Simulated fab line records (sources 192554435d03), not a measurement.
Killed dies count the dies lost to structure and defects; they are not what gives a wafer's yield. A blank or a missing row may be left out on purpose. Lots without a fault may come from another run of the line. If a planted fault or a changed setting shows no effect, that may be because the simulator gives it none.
Struck lot and sound lot, side by side + flow n5_finfet + 16 steps out of a route of 1938
Sound: these wafers, L608.2, L608.3, L608.6. Wafers struck: L615.1, L615.3, L615.5. Last of all comes the cause.
Order at every step that has rows: each side's tool, ch and its chambers, its first start. Under that, the readings that differ: sound wafers + struck wafers + difference of the means + sigmas: that difference in standard deviations of wafers without a fault.
alike: a reading whose means differ by less than 2 such deviations, as well as words and numbers matching on both sides. not compared: withheld readings; readings where some wafer has no value; bounds like >300 that might hide an equal value; numbers whose values overlap and for which the record gives no deviation.
A row with sigmas, a row that says differs or no value, or rows on one side alone: a step with any of these is where the two part. Non-overlapping numbers with no deviation appear without sigmas and do not part them. Lack of a reading on every wafer of one side parts them only where that side has two or more wafers.

first, 2 steps without rows for these wafers: N5_BEOL_M4_PRE_CLEAN_45 (time 30 s); N5_BEOL_M4_ALD_84 (deposits TaN, pulse time 2 s, purge time 3 s, co reactant purge time 2 s).
N5_BEOL_M4_SURFACE_TREAT_85:
  sound: pvd_sputter-02 at day 8 09:01; struck: pvd_sputter-02 at day 9 22:59
  not compared: throttle_valve_pct
then, 1 step without rows for these wafers: N5_BEOL_M4_CVD_47 (deposits Co from CCTBA/H2, target thk 3 nm, time 223.8 s).
N5_BEOL_M4_SPUTTER_48: material Cu, target thk 4.5 nm, time 8.29 s.
  sound: pvd_sputter-01 at day 8 09:15; struck: pvd_sputter-02 at day 9 23:12
  alike: chamber_pressure_pa, chuck_gas_flow_sccm, chuck_sensor_temp_C, throttle_valve_pct
then, 1 step without rows for these wafers: N5_BEOL_M4_ANNEAL_49 (time 240 s).
N5_BEOL_M4_SPUTTER_79: material Cu, target thk 4.5 nm, time 8.29 s.
  sound: pvd_sputter-01 at day 8 09:28; struck: pvd_sputter-02 at day 9 23:25
  alike: chamber_pressure_pa, chuck_gas_flow_sccm, chuck_sensor_temp_C, throttle_valve_pct
N5_BEOL_M4_ANNEAL_80: time 240 s.
  sound: pvd_sputter-01 at day 8 09:33; struck: pvd_sputter-02 at day 9 23:30
  alike: heater_power_w
then, 2 steps without rows for these wafers: N5_BEOL_M4_SPUTTER_81 (material Cu, target thk 4.5 nm, time 8.29 s); N5_BEOL_M4_ANNEAL_82 (time 240 s).
N5_BEOL_M4_SPUTTER_86: material Cu, target thk 4.5 nm, time 8.29 s.
  sound: pvd_sputter-01 at day 8 09:55; struck: pvd_sputter-02 at day 9 23:52
  alike: chamber_pressure_pa, chuck_gas_flow_sccm, chuck_sensor_temp_C, throttle_valve_pct
then, 1 step without rows for these wafers: N5_BEOL_M4_ANNEAL_87 (time 240 s).
N5_BEOL_M4_SPUTTER_88: material Cu, target thk 4.5 nm, time 8.29 s.
  sound: pvd_sputter-01 at day 8 10:08; struck: pvd_sputter-02 at day 10 00:05
  no value came back on the struck wafers for any of 5 readings (chamber_pressure_pa (Pa), chuck_gas_flow_sccm (sccm) and others); on the sound wafers chamber_pressure_pa (Pa) reads 0.07002 0.07014 0.07007
then, 1 step without rows for these wafers: N5_BEOL_M4_ANNEAL_89 (time 240 s).
N5_BEOL_M4_RC_MEAS_101:
  sound on prober-02 ch 0, day 8 12:43; struck on prober-01 ch 0, day 10 02:05
  alike: DIBL_N, DIBL_P, IOFF_N, IOFF_P, ION_N, ION_P, SS_N, SS_P, VT_N, VT_P
-- record jumps: 4 days separate the struck wafers' starts on either side; left off in module BEOL_M4, taken up again in module PASSIVATION, whose first shown step is the route's number 1936 --
N5_PASSIVATION_PROBE_49:
  record: rows for the struck wafers here (prober-01, day 14 03:50), none for the sound ones

== WHERE THEY PART ==
At N5_BEOL_M4_SPUTTER_88 first; at N5_PASSIVATION_PROBE_49 last (within this record only).

WHY: what had been put in by the simulator
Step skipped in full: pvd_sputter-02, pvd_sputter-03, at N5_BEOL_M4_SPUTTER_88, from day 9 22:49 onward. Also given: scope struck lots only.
